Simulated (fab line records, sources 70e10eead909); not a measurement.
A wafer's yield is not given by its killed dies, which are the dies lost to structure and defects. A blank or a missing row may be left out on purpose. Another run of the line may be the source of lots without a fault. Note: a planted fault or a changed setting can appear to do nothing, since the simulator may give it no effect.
One fault through the eyes of 3 desks -- flow nand_harc -- numbers are kept per desk, each desk with only its own; the story behind them comes last

== AT THE METROLOGY DESK ==
Means of the sampled wafers that have a number, per lot and without regard to the tool the lot ran on: this is what the gauges read. Any lot whose mean is over 4 standard deviations away from the usual mean is out of limits and marked OUT; that distance is given in the brackets.
Columns: A = cd_nm at NHARC_A_SLIT_CD_MEAS_21, usual 289.8 nm; B = cd_nm at NHARC_A_CONTACT_CD_MEAS_42, usual 300.3 nm
lot,first seen here,A,B
L449,day 20 22:43,289.9,300.8
L451,day 21 00:21,290.6,299.5
L450,day 21 05:32,287.7,299.5
L452,day 21 13:10,290.0,300.8
L453,day 21 13:29,289.4,300.4
L455,day 22 17:11,289.9,300.3
L454,day 22 21:04,290.5,300.0
L456,day 23 09:24,289.6,300.6
L460,day 24 13:53,290.3,300.1
L463,day 25 14:40,290.3,299.5
L461,day 25 18:30,288.5,300.9
L464,day 27 02:18,289.0,300.8
L470,day 29 07:43,289.8,300.0
L471,day 29 20:05,289.5,299.7
This desk's verdict: no lot among the 14 shows anything out of limits.

== THE DEFECT DESK ==
Per lot, the means of the sampled wafers with a number show what the inspections along the route counted. Any lot whose mean is over 4 standard deviations away from the usual mean is out of limits and marked OUT; that distance is given in the brackets.
Columns: A = raw_defect_count at NHARC_A_WL_FILL_INSPECT_15, usual 482
lot,first seen here,A
L449,day 21 22:48,478
L451,day 22 01:47,307
L450,day 22 10:37,483
L452,day 22 13:47,595
L453,day 22 13:48,533
L455,day 23 21:32,464
L454,day 23 21:38,454
L456,day 24 09:41,381
L460,day 25 16:58,602
L463,day 26 15:30,522
L461,day 26 20:44,461
L464,day 28 02:28,699
L470,day 30 08:06,390
L471,day 30 21:10,421
This desk's verdict: no lot among the 14 shows anything out of limits.

== AT THE TOOL OWNER'S DESK: pecvd-03 ==
The tool's own readings at NHARC_A_CONTACT_DEP_29 (deposits SiON, target thk 100 nm): means of the sampled wafers that have a number, for each lot that ran on this tool. Any lot whose mean is over 4 standard deviations away from the usual mean is out of limits and marked OUT; that distance is given in the brackets.
Columns: A = chamber_pressure_Torr at NHARC_A_CONTACT_DEP_29, usual 3.500 Torr; B = heater_power_w at NHARC_A_CONTACT_DEP_29, usual 754 W; C = rf_fwd_power_W at NHARC_A_CONTACT_DEP_29, usual 348.3 W
lot,first seen here,A,B,C
L450,day 22 17:11,3.498,658,348.3
L453,day 22 21:58,3.492,612,349.6
L460,day 25 21:55,3.503,727,405.3 (+44) OUT
L463,day 26 23:18,3.504,718,404.4 (+43) OUT
L461,day 27 03:53,3.502,630,403.9 (+43) OUT
This desk's verdict: out of limits on L460, L461, L463, starting with L460 at day 25 21:55 (rf_fwd_power_W at NHARC_A_CONTACT_DEP_29). Within limits: L450, L453.

== TAKEN TOGETHER ==
An alarm could have come from the tool owner's desk at day 25 21:55, on L460, L461, L463.
The metrology desk saw nothing out of limits.
Nothing out of limits was seen by the defect desk.
The metrology desk holds a record of L460, L461, L463, inside its limits.
The defect desk has L460, L461, L463 on record, within its limits.
The lots listed all ran NHARC_A_CONTACT_DEP_29 on pecvd-03.

== WHAT THE SIMULATOR HAD INSERTED ==
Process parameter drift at NHARC_A_CONTACT_DEP_29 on pecvd-03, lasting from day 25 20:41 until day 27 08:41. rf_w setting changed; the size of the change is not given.
Struck lots among those shown: L460, L461, L463.
Delay in hours, fault start to first out-of-limits reading, by desk: the tool owner's desk at 1.
